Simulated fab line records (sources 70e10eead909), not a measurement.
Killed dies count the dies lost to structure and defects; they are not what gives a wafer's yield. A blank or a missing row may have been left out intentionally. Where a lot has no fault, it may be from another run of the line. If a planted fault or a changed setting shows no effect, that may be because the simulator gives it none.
fab line records / flow nand-harc
record: lots: 7 wafers: 21 last-day: 24
route steps=1159 shown P_GATE@176 END@1159
lots that met no fault: from a run of the same line without faults
start-h: start of the lot's first displayed wafer, in hours after the record's first day / wait-h: how many hours have passed since the lot's step before this one / " repeats the value in the row above / L1.1+2: a row that stands for several wafers / - either no value or no given start / * or withheld: withheld / < > ~ a bound
route shown NAME@n: a module of which the file shows steps, and the number in the route of the first / usual: mean/standard deviation of fault-free wafers / same: alike in all rows / chamber/n: place in a boat / sites: the reading at each site / _std_site: the standard deviation of these / _edge_site: mean of outer sites minus mean of inner sites / radius-mm: how far each site lies from the wafer's centre / mask NAME#n: copy n / behind: the last tool/chamber to shape the wafer / hold: what put the lot on hold/how long, in hours/how the hold closed / device: names the non-switching transistor (n, p or np) / end of line: tests of these same wafers at the route's end / step lacking rows: just its recipe / killed: not the wafer's yield, but the dies lost to structure and defects at the first sort / map: a wafer's dies, marking killed ones x, the rest . and places with no die _
set.NAME: the setting the step ran with; set.NAME@STEP: the setting that earlier step ran with / model.NAME: the simulator's own value behind a step, which no gauge read
certain route steps with their lots: each step a table, each wafer a row
services: when a tool's chamber went out of use (start-h, in hours from the record's first day, below 0 if earlier), for how many hours, and the reason
== steps ==
step: NHARC_P_GATE_STRIP_50
recipe: time-s: 900 temp-c: 130 chemistry: SPM
step: NHARC_P_GATE_DEHYDRATE_51
recipe: temp-c: 150 time-s: 120
step: NHARC_P_GATE_HMDS_52
recipe: time-s: 30
step: NHARC_P_GATE_COAT_53
recipe: spin-rpm: 3000
step: NHARC_P_GATE_SOFTBAKE_54
recipe: temp-c: 122 time-s: 95
step: NHARC_P_GATE_EBR_55
step: NHARC_P_GATE_EXPOSE_56
recipe: na: 0.6 target-cd-nm: 720 dose-mj: 14.81 mask-id: P_PSD
step: NHARC_P_GATE_PEB_57
recipe: peb-temp-c: 118 peb-time-s: 85
step: NHARC_P_GATE_DEVELOP_58
recipe: time-s: 70
step: NHARC_P_GATE_CD_MEAS_59
recipe: target-cd-nm: 720 landing-energy-ev: 500
usual: cd-nm: 722.0/1.9
lot.wafer=L939.1 tool=cd-sem-02 chamber=0 start-h=116.81 wait-h=- cd-nm=721.2
lot.wafer=L939.3 tool=cd-sem-02 chamber=0 start-h=116.81 wait-h=- cd-nm=721.7
lot.wafer=L939.4 tool=cd-sem-02 chamber=0 start-h=116.81 wait-h=- cd-nm=722.8
lot.wafer=L941.1 tool=cd-sem-03 chamber=0 start-h=120.10 wait-h=- cd-nm=720.6
lot.wafer=L941.3 tool=cd-sem-03 chamber=0 start-h=120.10 wait-h=- cd-nm=722.4
lot.wafer=L941.4 tool=cd-sem-03 chamber=0 start-h=120.10 wait-h=- cd-nm=719.2
lot.wafer=L951.2 tool=cd-sem-03 chamber=0 start-h=184.96 wait-h=- cd-nm=721.1
lot.wafer=L951.3 tool=cd-sem-03 chamber=0 start-h=184.96 wait-h=- cd-nm=719.0
lot.wafer=L951.6 tool=cd-sem-03 chamber=0 start-h=184.96 wait-h=- cd-nm=724.0
lot.wafer=L953.2 tool=cd-sem-03 chamber=0 start-h=199.31 wait-h=- cd-nm=725.6
lot.wafer=L953.3 tool=cd-sem-03 chamber=0 start-h=199.31 wait-h=- cd-nm=720.6
lot.wafer=L953.5 tool=cd-sem-03 chamber=0 start-h=199.31 wait-h=- cd-nm=722.0
lot.wafer=L952.2 tool=cd-sem-02 chamber=0 start-h=199.73 wait-h=- cd-nm=722.5
lot.wafer=L952.4 tool=cd-sem-02 chamber=0 start-h=199.73 wait-h=- cd-nm=721.1
lot.wafer=L952.5 tool=cd-sem-02 chamber=0 start-h=199.73 wait-h=- cd-nm=726.6
lot.wafer=L956.2 tool=cd-sem-03 chamber=0 start-h=218.09 wait-h=- cd-nm=718.1
lot.wafer=L956.4 tool=cd-sem-03 chamber=0 start-h=218.09 wait-h=- cd-nm=719.5
lot.wafer=L956.5 tool=cd-sem-03 chamber=0 start-h=218.09 wait-h=- cd-nm=718.7
lot.wafer=L957.1 tool=cd-sem-03 chamber=0 start-h=225.51 wait-h=- cd-nm=724.6
lot.wafer=L957.3 tool=cd-sem-03 chamber=0 start-h=225.51 wait-h=- cd-nm=722.6
lot.wafer=L957.6 tool=cd-sem-03 chamber=0 start-h=225.51 wait-h=- cd-nm=722.1
step: NHARC_P_GATE_HARDBAKE_60
recipe: temp-c: 125 time-s: 80
step: NHARC_P_GATE_DESCUM_61
recipe: time-s: 3 o2-flow-sccm: 200 ar-flow-sccm: 0 bias-power-w: 0 chemistry: O2
usual: drypump-motor-current-A: 5.8/0.34 o2-flow-sccm: 200.0/0.55 oes-product-au: 1.000/0.012 rf-vpp-V: 57.8/0.79 showerhead-plenum-p-Torr: 1.92/0.053 throttle-valve-pct: 11.312/0.0084
lot.wafer=L939.4 tool=rie-diel-02 chamber=0 start-h=117.00 wait-h=- drypump-motor-current-A=5.1 o2-flow-sccm=200.2 oes-product-au=0.985 rf-hours-counter-h=49 rf-vpp-V=59.3 showerhead-plenum-p-Torr=1.94 throttle-valve-pct=11.312
lot.wafer=L939.1 tool=rie-diel-02 chamber=1 start-h=117.00 wait-h=- drypump-motor-current-A=6.0 o2-flow-sccm=200.8 oes-product-au=1.015 rf-hours-counter-h=48 rf-vpp-V=57.8 showerhead-plenum-p-Torr=2.00 throttle-valve-pct=11.306
lot.wafer=L939.3 tool=rie-diel-02 chamber=2 start-h=117.00 wait-h=- drypump-motor-current-A=5.9 o2-flow-sccm=199.4 oes-product-au=1.011 rf-hours-counter-h=43 rf-vpp-V=57.7 showerhead-plenum-p-Torr=1.85 throttle-valve-pct=11.313
lot.wafer=L941.1 tool=rie-diel-05 chamber=0 start-h=120.27 wait-h=- drypump-motor-current-A=5.9 o2-flow-sccm=199.8 oes-product-au=0.985 rf-hours-counter-h=22 rf-vpp-V=57.8 showerhead-plenum-p-Torr=1.95 throttle-valve-pct=11.308
lot.wafer=L941.4 tool=rie-diel-05 chamber=2 start-h=120.27 wait-h=- drypump-motor-current-A=6.1 o2-flow-sccm=199.1 oes-product-au=0.988 rf-hours-counter-h=24 rf-vpp-V=57.3 showerhead-plenum-p-Torr=1.88 throttle-valve-pct=11.315
lot.wafer=L941.3 tool=rie-diel-05 chamber=3 start-h=120.27 wait-h=- drypump-motor-current-A=5.7 o2-flow-sccm=199.5 oes-product-au=0.993 rf-hours-counter-h=22 rf-vpp-V=57.7 showerhead-plenum-p-Torr=1.97 throttle-valve-pct=11.331
lot.wafer=L951.3 tool=rie-diel-02 chamber=1 start-h=185.12 wait-h=- drypump-motor-current-A=6.0 o2-flow-sccm=200.1 oes-product-au=0.990 rf-hours-counter-h=11 rf-vpp-V=57.3 showerhead-plenum-p-Torr=1.99 throttle-valve-pct=11.324
lot.wafer=L951.2 tool=rie-diel-02 chamber=2 start-h=185.12 wait-h=- drypump-motor-current-A=5.9 o2-flow-sccm=200.4 oes-product-au=1.001 rf-hours-counter-h=11 rf-vpp-V=58.4 showerhead-plenum-p-Torr=1.84 throttle-valve-pct=11.315
lot.wafer=L951.6 tool=rie-diel-02 chamber=2 start-h=185.12 wait-h=- drypump-motor-current-A=5.9 o2-flow-sccm=199.8 oes-product-au=1.006 rf-hours-counter-h=- rf-vpp-V=57.2 showerhead-plenum-p-Torr=1.84 throttle-valve-pct=11.312
lot.wafer=L953.2 tool=rie-diel-05 chamber=3 start-h=199.47 wait-h=- drypump-motor-current-A=5.7 o2-flow-sccm=200.0 oes-product-au=1.020 rf-hours-counter-h=7 rf-vpp-V=57.9 showerhead-plenum-p-Torr=1.96 throttle-valve-pct=11.301
lot.wafer=L953.3 tool=rie-diel-05 chamber=3 start-h=199.47 wait-h=- drypump-motor-current-A=5.7 o2-flow-sccm=200.3 oes-product-au=1.022 rf-hours-counter-h=- rf-vpp-V=58.6 showerhead-plenum-p-Torr=1.96 throttle-valve-pct=11.306
lot.wafer=L953.5 tool=rie-diel-05 chamber=2 start-h=199.47 wait-h=- drypump-motor-current-A=6.1 o2-flow-sccm=199.0 oes-product-au=0.993 rf-hours-counter-h=- rf-vpp-V=57.9 showerhead-plenum-p-Torr=1.87 throttle-valve-pct=11.299
lot.wafer=L952.4 tool=rie-diel-08 chamber=2 start-h=199.90 wait-h=- drypump-motor-current-A=5.9 o2-flow-sccm=200.5 oes-product-au=1.021 rf-hours-counter-h=24 rf-vpp-V=58.8 showerhead-plenum-p-Torr=1.98 throttle-valve-pct=11.316
lot.wafer=L952.2 tool=rie-diel-08 chamber=3 start-h=199.90 wait-h=- drypump-motor-current-A=5.3 o2-flow-sccm=199.9 oes-product-au=0.998 rf-hours-counter-h=31 rf-vpp-V=56.9 showerhead-plenum-p-Torr=1.98 throttle-valve-pct=11.320
lot.wafer=L952.5 tool=rie-diel-08 chamber=1 start-h=199.90 wait-h=- drypump-motor-current-A=5.0 o2-flow-sccm=199.8 oes-product-au=1.010 rf-hours-counter-h=- rf-vpp-V=57.4 showerhead-plenum-p-Torr=1.87 throttle-valve-pct=11.311
lot.wafer=L956.4 tool=rie-diel-05 chamber=1 start-h=218.28 wait-h=- drypump-motor-current-A=5.8 o2-flow-sccm=199.7 oes-product-au=1.008 rf-hours-counter-h=3 rf-vpp-V=58.1 showerhead-plenum-p-Torr=1.87 throttle-valve-pct=11.315
lot.wafer=L956.2 tool=rie-diel-05 chamber=2 start-h=218.28 wait-h=- drypump-motor-current-A=6.1 o2-flow-sccm=200.4 oes-product-au=0.982 rf-hours-counter-h=12 rf-vpp-V=57.0 showerhead-plenum-p-Torr=1.87 throttle-valve-pct=11.302
lot.wafer=L956.5 tool=rie-diel-05 chamber=1 start-h=218.28 wait-h=- drypump-motor-current-A=5.8 o2-flow-sccm=200.2 oes-product-au=1.008 rf-hours-counter-h=- rf-vpp-V=56.8 showerhead-plenum-p-Torr=1.87 throttle-valve-pct=11.320
lot.wafer=L957.1 tool=rie-diel-05 chamber=3 start-h=225.70 wait-h=- drypump-motor-current-A=5.7 o2-flow-sccm=200.5 oes-product-au=1.013 rf-hours-counter-h=13 rf-vpp-V=58.3 showerhead-plenum-p-Torr=1.96 throttle-valve-pct=11.305
lot.wafer=L957.3 tool=rie-diel-05 chamber=0 start-h=225.70 wait-h=- drypump-motor-current-A=6.0 o2-flow-sccm=200.8 oes-product-au=0.992 rf-hours-counter-h=10 rf-vpp-V=57.0 showerhead-plenum-p-Torr=1.94 throttle-valve-pct=11.308
lot.wafer=L957.6 tool=rie-diel-05 chamber=1 start-h=225.70 wait-h=- drypump-motor-current-A=5.8 o2-flow-sccm=199.7 oes-product-au=1.004 rf-hours-counter-h=- rf-vpp-V=59.1 showerhead-plenum-p-Torr=1.87 throttle-valve-pct=11.313
step: NHARC_P_GATE_IMPLANT_62
recipe: energy-kev: 20 dose-cm2: 3e+15 tilt-deg: 7
usual: beam-energy-keV: 20.000/0.0075 beam-on-s: 29.9/1.5
lot.wafer=L939.1 tool=implanter-01 chamber=0 start-h=117.15 wait-h=0.1 beam-energy-keV=19.998 beam-on-s=30.8
lot.wafer=L939.3 tool=implanter-01 chamber=0 start-h=117.15 wait-h=0.1 beam-energy-keV=20.007 beam-on-s=31.3
lot.wafer=L939.4 tool=implanter-01 chamber=0 start-h=117.15 wait-h=0.1 beam-energy-keV=19.993 beam-on-s=31.2
lot.wafer=L941.1 tool=implanter-02 chamber=0 start-h=120.43 wait-h=0.1 beam-energy-keV=19.999 beam-on-s=28.1
lot.wafer=L941.3 tool=implanter-02 chamber=0 start-h=120.43 wait-h=0.1 beam-energy-keV=20.007 beam-on-s=28.4
lot.wafer=L941.4 tool=implanter-02 chamber=0 start-h=120.43 wait-h=0.1 beam-energy-keV=20.000 beam-on-s=29.5
lot.wafer=L951.2 tool=implanter-02 chamber=- start-h=185.30 wait-h=0.2 beam-energy-keV=- beam-on-s=-
lot.wafer=L951.3 tool=implanter-02 chamber=- start-h=185.30 wait-h=0.2 beam-energy-keV=- beam-on-s=-
lot.wafer=L951.6 tool=implanter-02 chamber=- start-h=185.30 wait-h=0.2 beam-energy-keV=- beam-on-s=-
lot.wafer=L953.2 tool=implanter-02 chamber=- start-h=199.72 wait-h=0.2 beam-energy-keV=- beam-on-s=-
lot.wafer=L953.3 tool=implanter-02 chamber=- start-h=199.72 wait-h=0.2 beam-energy-keV=- beam-on-s=-
lot.wafer=L953.5 tool=implanter-02 chamber=- start-h=199.72 wait-h=0.2 beam-energy-keV=- beam-on-s=-
lot.wafer=L952.2 tool=implanter-01 chamber=- start-h=200.07 wait-h=0.1 beam-energy-keV=- beam-on-s=-
lot.wafer=L952.4 tool=implanter-01 chamber=- start-h=200.07 wait-h=0.1 beam-energy-keV=- beam-on-s=-
lot.wafer=L952.5 tool=implanter-01 chamber=- start-h=200.07 wait-h=0.1 beam-energy-keV=- beam-on-s=-
lot.wafer=L956.2 tool=implanter-02 chamber=0 start-h=218.45 wait-h=0.1 beam-energy-keV=20.006 beam-on-s=27.6
lot.wafer=L956.4 tool=implanter-02 chamber=0 start-h=218.45 wait-h=0.1 beam-energy-keV=19.999 beam-on-s=29.5
lot.wafer=L956.5 tool=implanter-02 chamber=0 start-h=218.45 wait-h=0.1 beam-energy-keV=20.006 beam-on-s=29.1
lot.wafer=L957.1 tool=implanter-02 chamber=0 start-h=225.83 wait-h=0.1 beam-energy-keV=20.000 beam-on-s=28.3
lot.wafer=L957.3 tool=implanter-02 chamber=0 start-h=225.83 wait-h=0.1 beam-energy-keV=19.998 beam-on-s=28.8
lot.wafer=L957.6 tool=implanter-02 chamber=0 start-h=225.83 wait-h=0.1 beam-energy-keV=20.002 beam-on-s=27.9
step: NHARC_P_GATE_STRIP_112
recipe: power-w: 1500 temp-c: 110 time-s: 200 chemistry: N2/H2
usual: drypump-motor-current-A: 5.8/0.38 heater-power-w: 80.3/1.5
lot.wafer=L939.1 tool=plasma-asher-02 chamber=0 start-h=117.37 wait-h=0.2 drypump-motor-current-A=6.3 heater-power-w=80.4 rf-hours-counter-h=40
lot.wafer=L939.3 tool=plasma-asher-02 chamber=0 start-h=117.37 wait-h=0.2 drypump-motor-current-A=6.3 heater-power-w=79.6 rf-hours-counter-h=-
lot.wafer=L939.4 tool=plasma-asher-02 chamber=1 start-h=117.37 wait-h=0.2 drypump-motor-current-A=5.3 heater-power-w=81.7 rf-hours-counter-h=-
lot.wafer=L941.1 tool=plasma-asher-01 chamber=0 start-h=120.65 wait-h=0.2 drypump-motor-current-A=5.9 heater-power-w=79.3 rf-hours-counter-h=1
lot.wafer=L941.4 tool=plasma-asher-01 chamber=0 start-h=120.65 wait-h=0.2 drypump-motor-current-A=5.9 heater-power-w=81.5 rf-hours-counter-h=-
lot.wafer=L941.3 tool=plasma-asher-01 chamber=1 start-h=120.65 wait-h=0.2 drypump-motor-current-A=5.5 heater-power-w=79.6 rf-hours-counter-h=-
lot.wafer=L951.2 tool=plasma-asher-01 chamber=1 start-h=185.53 wait-h=0.2 drypump-motor-current-A=5.5 heater-power-w=82.4 rf-hours-counter-h=24
lot.wafer=L951.3 tool=plasma-asher-01 chamber=0 start-h=185.53 wait-h=0.2 drypump-motor-current-A=5.9 heater-power-w=82.1 rf-hours-counter-h=-
lot.wafer=L951.6 tool=plasma-asher-01 chamber=0 start-h=185.53 wait-h=0.2 drypump-motor-current-A=5.9 heater-power-w=80.4 rf-hours-counter-h=-
lot.wafer=L953.2 tool=plasma-asher-01 chamber=1 start-h=199.96 wait-h=0.2 drypump-motor-current-A=5.5 heater-power-w=82.4 rf-hours-counter-h=28
lot.wafer=L953.3 tool=plasma-asher-01 chamber=0 start-h=199.96 wait-h=0.2 drypump-motor-current-A=5.9 heater-power-w=78.9 rf-hours-counter-h=-
lot.wafer=L953.5 tool=plasma-asher-01 chamber=1 start-h=199.96 wait-h=0.2 drypump-motor-current-A=5.5 heater-power-w=82.6 rf-hours-counter-h=-
lot.wafer=L952.2 tool=plasma-asher-02 chamber=1 start-h=200.26 wait-h=0.2 drypump-motor-current-A=5.3 heater-power-w=78.2 rf-hours-counter-h=2
lot.wafer=L952.4 tool=plasma-asher-02 chamber=0 start-h=200.26 wait-h=0.2 drypump-motor-current-A=6.3 heater-power-w=79.6 rf-hours-counter-h=-
lot.wafer=L952.5 tool=plasma-asher-02 chamber=0 start-h=200.26 wait-h=0.2 drypump-motor-current-A=6.3 heater-power-w=80.6 rf-hours-counter-h=-
lot.wafer=L956.2 tool=plasma-asher-02 chamber=0 start-h=218.68 wait-h=0.2 drypump-motor-current-A=6.3 heater-power-w=81.1 rf-hours-counter-h=9
lot.wafer=L956.4 tool=plasma-asher-02 chamber=1 start-h=218.68 wait-h=0.2 drypump-motor-current-A=5.3 heater-power-w=80.3 rf-hours-counter-h=-
lot.wafer=L956.5 tool=plasma-asher-02 chamber=0 start-h=218.68 wait-h=0.2 drypump-motor-current-A=6.3 heater-power-w=80.6 rf-hours-counter-h=-
lot.wafer=L957.1 tool=plasma-asher-02 chamber=1 start-h=226.05 wait-h=0.2 drypump-motor-current-A=5.3 heater-power-w=74.9 rf-hours-counter-h=12
lot.wafer=L957.3 tool=plasma-asher-02 chamber=1 start-h=226.05 wait-h=0.2 drypump-motor-current-A=5.3 heater-power-w=76.2 rf-hours-counter-h=-
lot.wafer=L957.6 tool=plasma-asher-02 chamber=1 start-h=226.05 wait-h=0.2 drypump-motor-current-A=5.3 heater-power-w=78.2 rf-hours-counter-h=-
step: NHARC_END_SORT_01
recipe: temp-c: 25
usual: killed-at-array: 26/9.1 killed-at-other: 0.7/0.9 killed-at-periphery: 3.6/2.8 killed-dies: 30/9.2 killed-open: 3.0/1.9 killed-short: 2.0/1.4
same: gross-dies: 677
lot.wafer=L941.1 tool=prober-01 chamber=0 start-h=452.31 wait-h=2.5 killed-at-array=20 killed-at-other=0 killed-at-periphery=2 killed-dies=22 killed-open=4 killed-short=1
lot.wafer=L941.3 tool=prober-01 chamber=0 start-h=453.91 wait-h=3.1 killed-at-array=15 killed-at-other=0 killed-at-periphery=1 killed-dies=16 killed-open=1 killed-short=1
lot.wafer=L941.4 tool=prober-01 chamber=0 start-h=454.71 wait-h=3.4 killed-at-array=25 killed-at-other=0 killed-at-periphery=2 killed-dies=27 killed-open=2 killed-short=5
lot.wafer=L953.2 tool=prober-01 chamber=0 start-h=554.74 wait-h=2.8 killed-at-array=24 killed-at-other=4 killed-at-periphery=649 killed-dies=677 killed-open=4 killed-short=2
lot.wafer=L953.3 tool=prober-01 chamber=0 start-h=555.53 wait-h=3.1 killed-at-array=33 killed-at-other=1 killed-at-periphery=643 killed-dies=677 killed-open=2 killed-short=4
lot.wafer=L953.5 tool=prober-01 chamber=0 start-h=557.12 wait-h=3.7 killed-at-array=28 killed-at-other=0 killed-at-periphery=649 killed-dies=677 killed-open=2 killed-short=2
lot.wafer=L952.2 tool=prober-01 chamber=0 start-h=562.55 wait-h=2.8 killed-at-array=27 killed-at-other=2 killed-at-periphery=648 killed-dies=677 killed-open=3 killed-short=2
lot.wafer=L952.4 tool=prober-01 chamber=0 start-h=564.17 wait-h=3.4 killed-at-array=34 killed-at-other=0 killed-at-periphery=643 killed-dies=677 killed-open=6 killed-short=3
lot.wafer=L952.5 tool=prober-01 chamber=0 start-h=564.98 wait-h=3.7 killed-at-array=23 killed-at-other=1 killed-at-periphery=653 killed-dies=677 killed-open=6 killed-short=3
lot.wafer=L957.1 tool=prober-02 chamber=0 start-h=569.45 wait-h=2.5 killed-at-array=39 killed-at-other=0 killed-at-periphery=2 killed-dies=41 killed-open=1 killed-short=0
lot.wafer=L957.3 tool=prober-02 chamber=0 start-h=571.05 wait-h=3.1 killed-at-array=35 killed-at-other=0 killed-at-periphery=2 killed-dies=37 killed-open=2 killed-short=3
lot.wafer=L957.6 tool=prober-02 chamber=0 start-h=573.45 wait-h=4.0 killed-at-array=31 killed-at-other=0 killed-at-periphery=3 killed-dies=34 killed-open=2 killed-short=3
killed by level:class
L941.1 A_CHANNEL_HOLE_D1:chamber-film-flake=11 A_STAIRCASE:chamber-film-flake=4 P_CONTACT:geometric-particle:short=1 P_CONTACT:geometric-particle:open=1 A_WL_FILL:geometric-particle:open=1 A_BLC:geometric-particle:open=1 A_M0:geometric-particle:open=1 A_ZERO_WELL:chamber-film-flake=1
L941.3 A_CHANNEL_HOLE_D1:chamber-film-flake=10 A_ONON_D1:geometric-particle:open=1 A_CHANNEL_HOLE_D1:geometric-particle:short=1 P_GATE:chamber-film-flake=1 A_SLIT:chamber-film-flake=1 A_STAIRCASE:chamber-film-flake=1 A_CONTACT:chamber-film-flake=1
L941.4 A_CHANNEL_HOLE_D1:chamber-film-flake=11 A_STAIRCASE:chamber-film-flake=6 P_CONTACT:geometric-particle:short=1 A_CHANNEL_HOLE_D1:geometric-particle:short=1 A_CONTACT:geometric-particle:short=1 A_CONTACT:geometric-particle:open=1 A_M0:geometric-particle:short=1 A_M0:geometric-particle:open=1
L953.2 P_GATE:area-implant=641 A_SLIT:chamber-film-flake=10 P_ZERO_WELL:chamber-film-flake=6 A_CONTACT:chamber-film-flake=4 A_CHANNEL_FILL_D1:chamber-film-flake=3 THIN_TSV:chamber-film-flake=3 A_CHANNEL_HOLE_D1:chamber-film-flake=2 P_M2:geometric-particle:short=1
L953.3 P_GATE:area-implant=629 A_SLIT:chamber-film-flake=17 A_CHANNEL_HOLE_D1:chamber-film-flake=7 P_BONDPAD:chamber-film-flake=6 P_M1:chamber-film-flake=4 P_ZERO_WELL:chamber-film-flake=3 A_CONTACT:chamber-film-flake=3 P_GATE:geometric-particle:short=1
L953.5 P_GATE:area-implant=639 A_SLIT:chamber-film-flake=12 A_CHANNEL_HOLE_D1:chamber-film-flake=6 P_BONDPAD:chamber-film-flake=5 P_ZERO_WELL:chamber-film-flake=4 A_CONTACT:chamber-film-flake=3 A_CONTACT:geometric-particle:open=2 A_WL_FILL:chamber-film-flake=2
L952.2 P_GATE:area-implant=643 A_CHANNEL_HOLE_D1:chamber-film-flake=16 A_CONTACT:chamber-film-flake=5 P_M1:chamber-film-flake=3 P_CONTACT:geometric-particle:open=1 A_STAIRCASE:geometric-particle:open=1 A_WL_FILL:geometric-particle:open=1 A_M0:geometric-particle:short=1
L952.4 P_GATE:area-implant=636 A_CHANNEL_HOLE_D1:chamber-film-flake=18 A_CONTACT:chamber-film-flake=8 P_GATE:geometric-particle:short=2 P_CONTACT:geometric-particle:open=2 P_BONDPAD:chamber-film-flake=2 A_SGD_CUT:geometric-particle:short=1 A_SGD_CUT:geometric-particle:open=1
L952.5 P_GATE:area-implant=646 A_CHANNEL_HOLE_D1:chamber-film-flake=14 P_BONDPAD:chamber-film-flake=4 A_CONTACT:chamber-film-flake=3 P_M0:geometric-particle:open=2 A_ONON_D1:geometric-particle:open=2 P_M0:geometric-particle:short=1 A_SGD_CUT:geometric-particle:short=1
L957.1 A_CHANNEL_HOLE_D1:chamber-film-flake=23 A_CONTACT:chamber-film-flake=8 A_WL_FILL:chamber-film-flake=5 A_SLIT:chamber-film-flake=2 A_M1:geometric-particle:open=1 P_STI:chamber-film-flake=1 P_BONDPAD:chamber-film-flake=1
L957.3 A_CHANNEL_HOLE_D1:chamber-film-flake=21 A_SLIT:chamber-film-flake=5 A_CONTACT:chamber-film-flake=3 A_WL_FILL:chamber-film-flake=2 P_M0:geometric-particle:short=1 A_ONON_D1:geometric-particle:short=1 A_CHANNEL_HOLE_D1:geometric-particle:open=1 A_BLC:geometric-particle:short=1
L957.6 A_CHANNEL_HOLE_D1:chamber-film-flake=18 A_WL_FILL:chamber-film-flake=4 A_CONTACT:chamber-film-flake=4 P_M0:geometric-particle:open=1 P_M0:geometric-particle:short=1 P_BONDPAD:geometric-particle:open=1 A_CHANNEL_FILL_D1:geometric-particle:short=1 A_WL_FILL:geometric-particle:short=1
map L952.2 (x killed, . not)
____________x____________
_________xxxxxxx_________
_______xxxxxxxxxxx_______
______xxxxxxxxxxxxx______
_____xxxxxxxxxxxxxxx_____
____xxxxxxxxxxxxxxxxx____
____xxxxxxxxxxxxxxxxx____
___xxxxxxxxxxxxxxxxxxx___
___xxxxxxxxxxxxxxxxxxx___
__xxxxxxxxxxxxxxxxxxxxx__
__xxxxxxxxxxxxxxxxxxxxx__
_xxxxxxxxxxxxxxxxxxxxxxx_
_xxxxxxxxxxxxxxxxxxxxxxx_
_xxxxxxxxxxxxxxxxxxxxxxx_
_xxxxxxxxxxxxxxxxxxxxxxx_
_xxxxxxxxxxxxxxxxxxxxxxx_
xxxxxxxxxxxxxxxxxxxxxxxxx
xxxxxxxxxxxxxxxxxxxxxxxxx
xxxxxxxxxxxxxxxxxxxxxxxxx
xxxxxxxxxxxxxxxxxxxxxxxxx
xxxxxxxxxxxxxxxxxxxxxxxxx
_xxxxxxxxxxxxxxxxxxxxxxx_
_xxxxxxxxxxxxxxxxxxxxxxx_
_xxxxxxxxxxxxxxxxxxxxxxx_
_xxxxxxxxxxxxxxxxxxxxxxx_
_xxxxxxxxxxxxxxxxxxxxxxx_
__xxxxxxxxxxxxxxxxxxxxx__
__xxxxxxxxxxxxxxxxxxxxx__
___xxxxxxxxxxxxxxxxxxx___
___xxxxxxxxxxxxxxxxxxx___
____xxxxxxxxxxxxxxxxx____
____xxxxxxxxxxxxxxxxx____
_____xxxxxxxxxxxxxxx_____
______xxxxxxxxxxxxx______
_______xxxxxxxxxxx_______
_________xxxxxxx_________
____________x____________
map L953.2 (x killed, . not)
____________x____________
_________xxxxxxx_________
_______xxxxxxxxxxx_______
______xxxxxxxxxxxxx______
_____xxxxxxxxxxxxxxx_____
____xxxxxxxxxxxxxxxxx____
____xxxxxxxxxxxxxxxxx____
___xxxxxxxxxxxxxxxxxxx___
___xxxxxxxxxxxxxxxxxxx___
__xxxxxxxxxxxxxxxxxxxxx__
__xxxxxxxxxxxxxxxxxxxxx__
_xxxxxxxxxxxxxxxxxxxxxxx_
_xxxxxxxxxxxxxxxxxxxxxxx_
_xxxxxxxxxxxxxxxxxxxxxxx_
_xxxxxxxxxxxxxxxxxxxxxxx_
_xxxxxxxxxxxxxxxxxxxxxxx_
xxxxxxxxxxxxxxxxxxxxxxxxx
xxxxxxxxxxxxxxxxxxxxxxxxx
xxxxxxxxxxxxxxxxxxxxxxxxx
xxxxxxxxxxxxxxxxxxxxxxxxx
xxxxxxxxxxxxxxxxxxxxxxxxx
_xxxxxxxxxxxxxxxxxxxxxxx_
_xxxxxxxxxxxxxxxxxxxxxxx_
_xxxxxxxxxxxxxxxxxxxxxxx_
_xxxxxxxxxxxxxxxxxxxxxxx_
_xxxxxxxxxxxxxxxxxxxxxxx_
__xxxxxxxxxxxxxxxxxxxxx__
__xxxxxxxxxxxxxxxxxxxxx__
___xxxxxxxxxxxxxxxxxxx___
___xxxxxxxxxxxxxxxxxxx___
____xxxxxxxxxxxxxxxxx____
____xxxxxxxxxxxxxxxxx____
_____xxxxxxxxxxxxxxx_____
______xxxxxxxxxxxxx______
_______xxxxxxxxxxx_______
_________xxxxxxx_________
____________x____________
== services ==
tool=rie-diel-05 chamber=0 start-h=93.99 hours=- kind=clean
tool=rie-diel-05 chamber=1 start-h=93.99 hours=- kind=clean
tool=rie-diel-05 chamber=2 start-h=93.99 hours=- kind=clean
tool=rie-diel-05 chamber=3 start-h=93.99 hours=- kind=clean
tool=plasma-asher-01 chamber=- start-h=98.71 hours=8.9 kind=repair
tool=rie-diel-02 chamber=- start-h=115.16 hours=0.4 kind=repair
tool=plasma-asher-01 chamber=- start-h=116.96 hours=1.7 kind=repair
tool=rie-diel-05 chamber=0 start-h=118.49 hours=- kind=clean
tool=rie-diel-05 chamber=1 start-h=118.49 hours=- kind=clean
tool=rie-diel-05 chamber=2 start-h=118.49 hours=- kind=clean
tool=rie-diel-05 chamber=3 start-h=118.49 hours=- kind=clean
tool=rie-diel-08 chamber=- start-h=124.82 hours=9.0 kind=pm
tool=rie-diel-05 chamber=1 start-h=140.06 hours=5.8 kind=repair
tool=rie-diel-05 chamber=0 start-h=143.06 hours=- kind=clean
tool=rie-diel-05 chamber=2 start-h=143.06 hours=- kind=clean
tool=rie-diel-05 chamber=3 start-h=143.06 hours=- kind=clean
tool=rie-diel-02 chamber=1 start-h=149.00 hours=4.4 kind=repair
tool=rie-diel-02 chamber=- start-h=151.47 hours=9.0 kind=pm
tool=rie-diel-05 chamber=- start-h=163.69 hours=9.0 kind=pm
tool=implanter-02 chamber=- start-h=165.53 hours=4.6 kind=repair
tool=rie-diel-08 chamber=2 start-h=167.35 hours=5.3 kind=repair
tool=rie-diel-05 chamber=1 start-h=181.30 hours=29.0 kind=repair
tool=plasma-asher-02 chamber=- start-h=183.00 hours=9.0 kind=pm
tool=rie-diel-05 chamber=0 start-h=192.09 hours=8.7 kind=repair
== key ==
first-sign: step: NHARC_P_GATE_IMPLANT_62 reading: tool-record direction: missing
effect: step: NHARC_END_SORT_01 reading: killed-at-periphery direction: up sigmas: 99+ usual: 3.6 struck: 647.5
more-kills-born-at: NHARC_P_GATE_IMPLANT_62@implanter-01: 1925 NHARC_P_GATE_IMPLANT_62@implanter-02: 1909
met-at NHARC_P_GATE_IMPLANT_62
struck-wafers L951.2,L951.3,L951.6,L952.2,L952.4,L952.5,L953.2,L953.3,L953.5
rows-end L951.2,L951.3,L951.6
later-rows-left-out L952.2,L952.4,L952.5,L953.2,L953.3,L953.5
tester-left-out L952,L953
onset-between 120.43 185.30
fault: kind: skipped-step-whole tool: implanter-01,implanter-02 chamber: - onset-h: 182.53 steps: NHARC_P_GATE_IMPLANT_62 scope: struck-lots-only
tester-left-out: of these lots the tester's yield and bins aren't shown, on N5 and GAA mostly nor the transistor test; their killed dies are dies lost to structure and defects alone, not to doping, threshold or leakage, so they don't give the yield
later-rows-left-out: the simulator's readings of these wafers behind a module that went badly wrong aren't trusted and aren't shown, but for the sort
rows-end: these wafers met a further fault down the route, and their rows from its step on are left out
